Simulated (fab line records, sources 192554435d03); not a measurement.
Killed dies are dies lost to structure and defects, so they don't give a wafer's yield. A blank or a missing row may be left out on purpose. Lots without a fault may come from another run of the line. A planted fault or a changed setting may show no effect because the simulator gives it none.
Chamber matching | flow n5_finfet | N5_MOL_CONTACT_COAG_ETCHBACK_132 on rie_diel-03: 4 sister chambers
The step etches SiO2 in CHF3, target depth 10 nm, time 6.7 s. 20 wafers are shown with their chamber, then 10 later ones without.

WAFERS WITH THEIR CHAMBER
wafer  | chamber | showerhead_plenum_p_Torr (Torr) | drypump_motor_current_A (A) | rf_vpp_V (V)
L079.2 | 1       | 2.40                            | 5.7                         | 533
L079.3 | 0       | 2.48                            | 5.9                         | 533
L079.4 | 3       | 2.29                            | 5.7                         | 505
L080.2 | 2       | 2.37                            | 5.0                         | 525
L080.4 | 1       | 2.40                            | 5.7                         | 534
L080.6 | 3       | 2.29                            | 5.7                         | 505
L083.3 | 1       | 2.40                            | 5.7                         | 532
L083.4 | 0       | 2.48                            | 5.9                         | 534
L083.5 | 0       | 2.48                            | 5.9                         | 534
L084.2 | 3       | 2.28                            | 5.6                         | 503
L084.4 | 3       | 2.28                            | 5.6                         | 504
L084.6 | 2       | 2.37                            | 5.0                         | 524
L087.1 | 2       | 2.37                            | 5.0                         | 526
L087.5 | 1       | 2.40                            | 5.6                         | 533
L087.6 | 2       | 2.37                            | 5.0                         | 523
L088.1 | 2       | 2.37                            | 5.0                         | 523
L088.2 | 1       | 2.39                            | 5.6                         | 532
L088.3 | 0       | 2.47                            | 5.9                         | 535
L089.2 | 0       | 2.47                            | 5.9                         | 535
L089.4 | 1       | 2.39                            | 5.7                         | 532

SIGNATURES (means of the wafers above)
reading                  | chamber 0 | chamber 1 | chamber 2 | chamber 3 | scatter within a chamber
showerhead_plenum_p_Torr | 2.4760    | 2.3967    | 2.3700    | 2.2850    | 0.0047
drypump_motor_current_A  | 5.900     | 5.667     | 5.000     | 5.650     | 0.0382
rf_vpp_V                 | 534.20    | 532.67    | 524.20    | 504.25    | 0.99
Rule: a wafer's distance from a chamber is the root of the sum, over the readings, of the square of ((its reading less the chamber's mean) divided by the reading's scatter). The wafer belongs to the nearest chamber; if the next one is less than 2 further off, it can't be placed. The scatter: the root of (the sum of the squares of (reading less its chamber's mean) over the shown wafers, divided by (wafers less chambers)).

WAFERS WITHOUT THEIR CHAMBER
wafer  | showerhead_plenum_p_Torr (Torr) | drypump_motor_current_A (A) | rf_vpp_V (V)
L089.5 | 2.47                            | 5.9                         | 533
L090.2 | 2.28                            | 5.6                         | 505
L090.3 | 2.47                            | 5.9                         | 534
L090.6 | 2.28                            | 5.7                         | 505
L093.1 | 2.39                            | 5.6                         | 532
L093.2 | 2.28                            | 5.7                         | 505
L093.5 | 2.39                            | 5.7                         | 532
L095.1 | 2.27                            | 5.6                         | 504
L095.3 | 2.39                            | 5.7                         | 532
L095.4 | 2.36                            | 5.0                         | 522

WHICH CHAMBER EACH WENT THROUGH
wafer  | from the rows above | in truth
L089.5 | 0                   | 0
L090.2 | 3                   | 3
L090.3 | 0                   | 0
L090.6 | 3                   | 3
L093.1 | 1                   | 1
L093.2 | 3                   | 3
L093.5 | 1                   | 1
L095.1 | 3                   | 3
L095.3 | 1                   | 1
L095.4 | 2                   | 2
Placed correctly: 10 of 10. Can't be placed from these rows: 0. Placed wrongly: 0.
